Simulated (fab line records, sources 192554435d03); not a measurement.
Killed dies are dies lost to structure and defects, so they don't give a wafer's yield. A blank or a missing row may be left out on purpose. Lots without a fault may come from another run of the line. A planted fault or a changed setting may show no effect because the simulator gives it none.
Split-lot experiment | flow n5_finfet | 7 lots, 21 wafers read, on a route of 1938 steps

THE SPLIT
At N5_BEOL_M14_EXPOSE_07 (exposes mask V13), the setting dose_mj was moved away from the recipe's 57 on 4 of the 21 wafers read, by -7.1% to +4.2%. The other wafers ran this setting at the recipe's value.

FROM THE SPLIT TO THE READING: what the file shows between them, 6 steps
- N5_BEOL_M14_PEB_08: peb time 90 s
- N5_BEOL_M14_DEVELOP_09: develop time 45 s
- N5_BEOL_M14_HARDBAKE_14: time 120 s
- N5_BEOL_M14_CD_MEAS_10: target cd 250 nm
- N5_BEOL_M14_STRIP_71: strips in post etch residue remover, time 60 s
- N5_BEOL_M14_SRD_72: time 30 s, dry time 30 s

THE READING
cd_nm, in nm, at N5_BEOL_M14_CD_MEAS_17 (target cd 250 nm). Fault-free wafers of this fab line usually give 249.7 nm, standard deviation 2.3 nm.

wafer  | tool, chamber at the split | dose_mj as run | against the recipe | cd_nm, nm | against lot-mates on the recipe
L075.1 | krf_scanner-01, 0          | 52.94          | -7.1%              | 238.1     | -8.8
L075.3 | krf_scanner-01, 0          | 57             | recipe             | 248.5     | -
L075.5 | krf_scanner-01, 0          | 57             | recipe             | 245.2     | -
L082.1 | krf_scanner-02, 0          | 57             | recipe             | 251.8     | -
L082.4 | krf_scanner-02, 0          | 59.37          | +4.2%              | 259.7     | +7.9
L082.5 | krf_scanner-02, 0          | 59.37          | +4.2%              | 258.6     | +6.8
L081.4 | krf_scanner-01, 0          | 57             | recipe             | 248.7     | -
L081.5 | krf_scanner-01, 0          | 57             | recipe             | 250.1     | -
L081.6 | krf_scanner-01, 0          | 57             | recipe             | 248.1     | -
L085.2 | krf_scanner-01, 0          | 57             | recipe             | 252.9     | -
L085.4 | krf_scanner-01, 0          | 57             | recipe             | 252.4     | -
L085.6 | krf_scanner-01, 0          | 57             | recipe             | 250.2     | -
L086.4 | krf_scanner-01, 0          | 57             | recipe             | 252.1     | -
L086.5 | krf_scanner-01, 0          | 57             | recipe             | 255.0     | -
L086.6 | krf_scanner-01, 0          | 57             | recipe             | 250.5     | -
L089.4 | krf_scanner-02, 0          | 57             | recipe             | 248.4     | -
L089.5 | krf_scanner-02, 0          | 57             | recipe             | 249.7     | -
L089.6 | krf_scanner-02, 0          | 57             | recipe             | 252.0     | -
L097.1 | krf_scanner-01, 0          | 53.58          | -6.0%              | 243.5     | -9.4
L097.2 | krf_scanner-01, 0          | 57             | recipe             | 250.9     | -
L097.3 | krf_scanner-01, 0          | 57             | recipe             | 255.0     | -

THE FIT
A straight line over all 21 wafers: cd_nm changes by +1.68 nm for each +1% of dose_mj; r = +0.86; the points scatter about the line by 2.5 nm.
The same after taking each lot's own level away (the mean of its wafers on the recipe; 21 wafers): +1.49 nm for each +1%; r = +0.93; scatter 1.5 nm.
On that fit, the largest move of dose_mj shifts the reading by 11 nm.
The lots' own levels span 246.85 to 252.95 nm, that is 2.7 times the standard deviation above.
So the lot-to-lot level changes the slope: the two fits differ.
Check: with one of the wafers moved furthest among these (-7.1%) left out of the fit, the line predicts -11.8 nm for it against its lot-mates. It came out at -8.75 nm against them.

OTHER SPLITS ON THESE WAFERS
These wafers also went through other splits before the reading. Each is held against what the fit with the lots' levels taken away leaves over:
other split on the same wafers   | wafers away from the commonest value | r with cd_nm (lot level and that fit taken away)
N5_BEOL_M12_ETCH_59 h2_flow_sccm | 8                                    | +0.00
N5_BEOL_M13_EXPOSE_07 dose_mj    | 8                                    | -0.10
N5_BEOL_M13_ETCH_59 time_s       | 9                                    | -0.02
N5_BEOL_M13_DEP_53 time_s        | 9                                    | -0.05

THE WHOLE CHAIN: every reading that the file lists as answering this split, in the file's order
step                   | what it does     | reading | change (the file's fit)              | r (the file's)
N5_BEOL_M14_CD_MEAS_10 | target cd 250 nm | cd_nm   | +1.51 nm for each +1% of the setting | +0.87
N5_BEOL_M14_CD_MEAS_17 | target cd 250 nm | cd_nm   | +1.43 nm for each +1% of the setting | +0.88

THE FILE'S OWN FIT
cd_nm changes by +1.43 nm for each +1% of dose_mj, r = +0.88.
